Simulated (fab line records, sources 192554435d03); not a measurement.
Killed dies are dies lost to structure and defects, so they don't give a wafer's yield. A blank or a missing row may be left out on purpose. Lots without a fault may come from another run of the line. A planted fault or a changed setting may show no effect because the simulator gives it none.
Chamber matching | flow n5_finfet | N5_BEOL_M1_DESCUM_33 on rie_diel-06: 4 sister chambers
The step chemistry O2, time 7 s. 4 wafers are shown with their chamber, then 10 later ones without.

WAFERS WITH THEIR CHAMBER
wafer  | chamber | drypump_motor_current_A (A)
L090.5 | 3       | 4.8
L090.6 | 0       | 5.1
L093.2 | 1       | 6.3
L093.4 | 2       | 5.6

WAFERS WITHOUT THEIR CHAMBER
wafer  | drypump_motor_current_A (A)
L093.5 | 5.0
L094.2 | 4.8
L094.4 | 5.6
L094.6 | 4.8
L095.3 | 6.3
L095.4 | 5.0
L095.6 | 6.3
L096.1 | 6.3
L096.5 | 5.6
L096.6 | 4.8

WHICH CHAMBER EACH WENT THROUGH
wafer  | from the rows above | in truth
L093.5 | 0                   | 0
L094.2 | 3                   | 3
L094.4 | 2                   | 2
L094.6 | 3                   | 3
L095.3 | 1                   | 1
L095.4 | 0                   | 0
L095.6 | 1                   | 1
L096.1 | 1                   | 1
L096.5 | 2                   | 2
L096.6 | 3                   | 3
Placed correctly: 10 of 10. Can't be placed from these rows: 0. Placed wrongly: 0.
How it was worked out, from the rows above alone: a wafer's distance from a chamber is the root of the sum, over the readings, of the square of ((its reading less the chamber's mean) divided by the reading's scatter). The wafer belongs to the nearest chamber; if the next one is less than 2 further off, it can't be placed. A chamber's mean is the mean of its shown wafers. The scatter: with one shown wafer a chamber, the root of the mean of the squares of how far each hidden wafer lies from its nearest shown one.
